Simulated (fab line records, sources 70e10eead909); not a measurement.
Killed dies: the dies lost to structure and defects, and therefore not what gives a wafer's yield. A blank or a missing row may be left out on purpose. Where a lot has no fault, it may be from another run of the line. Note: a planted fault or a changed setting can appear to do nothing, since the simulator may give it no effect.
Matching of chambers || flow nand_harc || rie_si-01 running NHARC_A_CHANNEL_FILL_D1_ETCHBACK_19: 4 sister chambers
The step etches the open film in HBr/Cl2, target depth 5 nm, time 1.7 s. 16 wafers are shown with their chamber, then 8 later ones without.

WAFERS WITH THEIR CHAMBER
{"wafer": "L075.1", "chamber": 0, "drypump_motor_current_A (A)": 6.7, "oes_product_au (a.u.)": 1.003, "throttle_valve_pct (%)": 26.408}
{"wafer": "L075.4", "chamber": 2, "drypump_motor_current_A (A)": 5.5, "oes_product_au (a.u.)": 0.996, "throttle_valve_pct (%)": 26.411}
{"wafer": "L075.5", "chamber": 3, "drypump_motor_current_A (A)": 5.2, "oes_product_au (a.u.)": 0.991, "throttle_valve_pct (%)": 26.409}
{"wafer": "L080.3", "chamber": 1, "drypump_motor_current_A (A)": 6.1, "oes_product_au (a.u.)": 0.996, "throttle_valve_pct (%)": 26.391}
{"wafer": "L080.4", "chamber": 3, "drypump_motor_current_A (A)": 5.2, "oes_product_au (a.u.)": 0.991, "throttle_valve_pct (%)": 26.395}
{"wafer": "L080.6", "chamber": 2, "drypump_motor_current_A (A)": 5.5, "oes_product_au (a.u.)": 1.001, "throttle_valve_pct (%)": 26.411}
{"wafer": "L083.1", "chamber": 2, "drypump_motor_current_A (A)": 5.5, "oes_product_au (a.u.)": 0.999, "throttle_valve_pct (%)": 26.409}
{"wafer": "L083.3", "chamber": 1, "drypump_motor_current_A (A)": 6.1, "oes_product_au (a.u.)": 1.001, "throttle_valve_pct (%)": 26.405}
{"wafer": "L083.6", "chamber": 1, "drypump_motor_current_A (A)": 6.1, "oes_product_au (a.u.)": 0.998, "throttle_valve_pct (%)": 26.410}
{"wafer": "L087.2", "chamber": 1, "drypump_motor_current_A (A)": 6.1, "oes_product_au (a.u.)": 1.015, "throttle_valve_pct (%)": 26.404}
{"wafer": "L087.4", "chamber": 0, "drypump_motor_current_A (A)": 6.8, "oes_product_au (a.u.)": 1.002, "throttle_valve_pct (%)": 26.411}
{"wafer": "L087.5", "chamber": 2, "drypump_motor_current_A (A)": 5.5, "oes_product_au (a.u.)": 1.002, "throttle_valve_pct (%)": 26.412}
{"wafer": "L088.2", "chamber": 2, "drypump_motor_current_A (A)": 5.5, "oes_product_au (a.u.)": 0.985, "throttle_valve_pct (%)": 26.412}
{"wafer": "L088.4", "chamber": 3, "drypump_motor_current_A (A)": 5.2, "oes_product_au (a.u.)": 0.985, "throttle_valve_pct (%)": 26.400}
{"wafer": "L088.5", "chamber": 3, "drypump_motor_current_A (A)": 5.2, "oes_product_au (a.u.)": 0.980, "throttle_valve_pct (%)": 26.394}
{"wafer": "L090.3", "chamber": 2, "drypump_motor_current_A (A)": 5.5, "oes_product_au (a.u.)": 0.995, "throttle_valve_pct (%)": 26.407}

SIGNATURES, as means of the wafers listed above
{"reading": "drypump_motor_current_A", "chamber 0": 6.750, "chamber 1": 6.100, "chamber 2": 5.500, "chamber 3": 5.200, "scatter within a chamber": 0.0204}
{"reading": "oes_product_au", "chamber 0": 1.00250, "chamber 1": 1.00250, "chamber 2": 0.99633, "chamber 3": 0.98675, "scatter within a chamber": 0.00644}
{"reading": "throttle_valve_pct", "chamber 0": 26.40950, "chamber 1": 26.40250, "chamber 2": 26.41033, "chamber 3": 26.39950, "scatter within a chamber": 0.00549}
Rule: a wafer lies at a distance from a chamber equal to the root of the sum of squares, over the readings, of (its reading less the chamber's mean, divided by the reading's scatter). The wafer belongs to the nearest chamber; if the next one is less than 2 further off, it can't be placed. The scatter: take each reading less its chamber's mean, square it, sum over the shown wafers, divide by the number of wafers less the number of chambers, and take the root.

WAFERS WITH NO CHAMBER GIVEN
{"wafer": "L090.4", "drypump_motor_current_A (A)": 6.7, "oes_product_au (a.u.)": 1.006, "throttle_valve_pct (%)": 26.404}
{"wafer": "L090.5", "drypump_motor_current_A (A)": 6.7, "oes_product_au (a.u.)": 1.008, "throttle_valve_pct (%)": 26.419}
{"wafer": "L094.1", "drypump_motor_current_A (A)": 6.1, "oes_product_au (a.u.)": 1.014, "throttle_valve_pct (%)": 26.410}
{"wafer": "L094.4", "drypump_motor_current_A (A)": 6.7, "oes_product_au (a.u.)": 1.010, "throttle_valve_pct (%)": 26.400}
{"wafer": "L094.6", "drypump_motor_current_A (A)": 5.5, "oes_product_au (a.u.)": 0.978, "throttle_valve_pct (%)": 26.389}
{"wafer": "L097.2", "drypump_motor_current_A (A)": 5.5, "oes_product_au (a.u.)": 0.986, "throttle_valve_pct (%)": 26.411}
{"wafer": "L097.3", "drypump_motor_current_A (A)": 6.7, "oes_product_au (a.u.)": 1.001, "throttle_valve_pct (%)": 26.420}
{"wafer": "L097.4", "drypump_motor_current_A (A)": 5.2, "oes_product_au (a.u.)": 0.999, "throttle_valve_pct (%)": 26.397}

WHICH CHAMBER EACH ONE RAN IN
{"wafer": "L090.4", "from the rows above": 0, "in truth": 0}
{"wafer": "L090.5", "from the rows above": 0, "in truth": 0}
{"wafer": "L094.1", "from the rows above": 1, "in truth": 1}
{"wafer": "L094.4", "from the rows above": 0, "in truth": 0}
{"wafer": "L094.6", "from the rows above": 2, "in truth": 2}
{"wafer": "L097.2", "from the rows above": 2, "in truth": 2}
{"wafer": "L097.3", "from the rows above": 0, "in truth": 0}
{"wafer": "L097.4", "from the rows above": 3, "in truth": 3}
8 of 8 placed correctly. Can't be placed from these rows: 0. 0 placed wrongly.
